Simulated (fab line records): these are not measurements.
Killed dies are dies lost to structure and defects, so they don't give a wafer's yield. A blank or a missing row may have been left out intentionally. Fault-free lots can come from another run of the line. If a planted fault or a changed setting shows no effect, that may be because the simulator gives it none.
A struck lot beside a sound one | flow nand-harc | 15 out of 1302 route steps
Sound: these wafers, L923.1, L923.2, L923.3. Wafers struck: L929.1, L929.2, L929.6. The cause is given at the end.
At each step with rows: each side's tool, then ch and its chambers, then its first start. Under that, the readings that differ: sound wafers | struck wafers | difference of the means | sigmas: that difference in standard deviations of wafers without a fault.
alike: a reading whose means differ by less than 2 such deviations, as well as words and numbers matching on both sides. not compared: withheld readings; readings where some wafer has no value; bounds like >300 that might hide an equal value; numbers whose values overlap and for which the record gives no deviation.
Wherever a step has rows on one side only, a row that says differs or no value, or a row with sigmas, the two part there. Numbers that have no deviation but don't overlap get no sigmas and don't part them. A reading that every wafer of one side lacks parts them only if that side has two wafers or more.

NHARC_A_ZERO_WELL_DESCUM_12: chemistry O2, time 3 s.
  sound on rie-diel-06 ch 0,1,2, day 8 07:24; struck on rie-diel-06 ch 0,1, day 11 05:13
  alike: drypump-motor-current-A, oes-product-au, rf-vpp-V, showerhead-plenum-p-Torr, throttle-valve-pct
  not compared: rf-hours-counter-h
NHARC_A_ZERO_WELL_ETCH_19: etches the open film in N2/H2, target depth 80 nm, overetch 24 nm, time 87.88 s.
  sound on rie-diel-06 ch 0,1,3, day 8 07:29; struck on rie-diel-06 ch 0,2,3, day 11 05:18
  alike: drypump-motor-current-A, h2-flow-sccm, oes-product-au, rf-vpp-V, showerhead-plenum-p-Torr, throttle-valve-pct
  not compared: rf-hours-counter-h
NHARC_A_ZERO_WELL_ETCH_13: etches the open film in HBr/Cl2, target depth 120 nm, time 40.1 s.
  sound on rie-si-06 ch 0,2,3, day 8 07:36; struck on rie-si-02 ch 2,3, day 11 05:26
  reading               | sound             | struck            | difference | sigmas
  oes-product-au (a.u.) | 1.010 1.034 0.990 | 0.992 0.979 0.980 | -0.028     | -2
  alike: drypump-motor-current-A, mfc-cl2-sccm, throttle-valve-pct
  not compared: rf-hours-counter-h
then, 4 steps without rows for these wafers: NHARC_A_ZERO_WELL_STRIP_14 (strips in SPM, time 900 s); NHARC_A_ZERO_WELL_IMPLANT_15; NHARC_A_ZERO_WELL_PRECLEAN_22 (cleans in SC1, time 60 s); NHARC_A_ZERO_WELL_SRD_23.
NHARC_A_ZERO_WELL_RTA_16: time 10 s.
  sound on rtp-anneal-02 ch 0, day 8 08:31; struck on rtp-anneal-01 ch 0, day 11 06:19
  alike: lamp-power-pct, wafer_temp_C_max
NHARC_A_ZERO_WELL_INSPECT_17:
  struck on defect-inspect-02, day 11 06:31; sound on defect-inspect-01, day 8 08:43
  alike: raw-defect-count
then, 2 steps without rows for these wafers: NHARC_A_SOURCE_PLATE_PRECLEAN_00 (cleans in HF-LAST, time 60 s); NHARC_A_SOURCE_PLATE_SRD_01.
NHARC_A_SOURCE_PLATE_OXIDE_02: material SiO2, target thk 10 nm, ox time 1362 s.
  sound on furnace-03 ch 0, day 8 11:58; struck on furnace-05 ch 0, day 11 18:30
  reading                  | sound          | struck         | difference | sigmas
  zone-power-lower-pct (%) | 15.6 15.2 15.6 | 21.8 22.4 22.1 | +6.6       | +3
  alike: ox-temp-c, ox-time-s
NHARC_A_SOURCE_PLATE_THK_MEAS_09: measures by ellipsometry.
  struck on film-metro-01, day 11 22:53; sound on film-metro-01, day 8 16:00
  reading     | sound        | struck         | difference | sigmas
  thk-nm (nm) | 10.4 8.3 7.4 | 17.2 15.5 14.9 | +7.2       | +7
then, 1 step without rows for these wafers: NHARC_A_SOURCE_PLATE_PVD_04 (deposits WSi2, target thk 50 nm).
-- record jumps: 18 days between struck wafers' starts before vs after; left off in module A_SOURCE_PLATE, resumes in module END, first step shown is number 1302 of the route --
NHARC_END_SORT_01:
  only the struck wafers appear in the record here, on prober-01 ch 0 at day 29 15:25; the sound ones have no rows

== WHERE THEY PART ==
Last at NHARC_END_SORT_01 as far as this record goes, first at NHARC_A_ZERO_WELL_ETCH_13.

WHY: what the simulator had put in
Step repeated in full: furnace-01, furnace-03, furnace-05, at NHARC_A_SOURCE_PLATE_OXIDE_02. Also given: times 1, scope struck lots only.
